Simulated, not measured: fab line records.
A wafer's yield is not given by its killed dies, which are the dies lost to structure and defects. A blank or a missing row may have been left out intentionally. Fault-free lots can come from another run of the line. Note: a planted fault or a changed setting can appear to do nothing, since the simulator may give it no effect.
Matching of chambers -- flow nand_harc -- cmp-01 running NHARC_A_BLC_CMP_25: 4 sister chambers
The step polishes, t overpolish 30 s, target thk 150 nm. 4 wafers are shown with their chamber, then 9 later ones without.

## WAFERS, EACH WITH ITS CHAMBER
wafer,chamber,motor_current_A (A)
L082.6,2,12.4
L085.5,3,10.7
L088.5,1,12.4
L088.6,0,11.9

## WAFERS WITH NO CHAMBER GIVEN
wafer,motor_current_A (A)
L092.4,12.8
L092.5,12.9
L092.6,12.7
L096.2,10.9
L096.5,12.9
L096.6,12.9
L097.1,13.0
L097.2,10.7
L097.5,10.2

## THE CHAMBER EACH PASSED THROUGH
wafer,from the rows above,in truth
L092.4,can't be placed: 1 or 2 or 0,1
L092.5,can't be placed: 1 or 2 or 0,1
L092.6,can't be placed: 1 or 2 or 0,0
L096.2,can't be placed: 3 or 0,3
L096.5,can't be placed: 1 or 2 or 0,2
L096.6,can't be placed: 1 or 2 or 0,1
L097.1,can't be placed: 1 or 2 or 0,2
L097.2,3,3
L097.5,3,3
Correct placement for 2 of the 9. Unplaceable from these rows: 7, with the true chamber sitting among the candidates in 7. Placed wrongly: 0.
How it was worked out, from the rows above alone: a wafer's distance from a chamber is the root of the sum, over the readings, of the square of ((its reading less the chamber's mean) divided by the reading's scatter). The wafer belongs to the nearest chamber; if the next one is less than 2 further off, it can't be placed. Each chamber's mean is taken over the wafers shown for it. The scatter: root of mean squared gap, hidden wafer to nearest shown wafer, with one shown wafer a chamber.
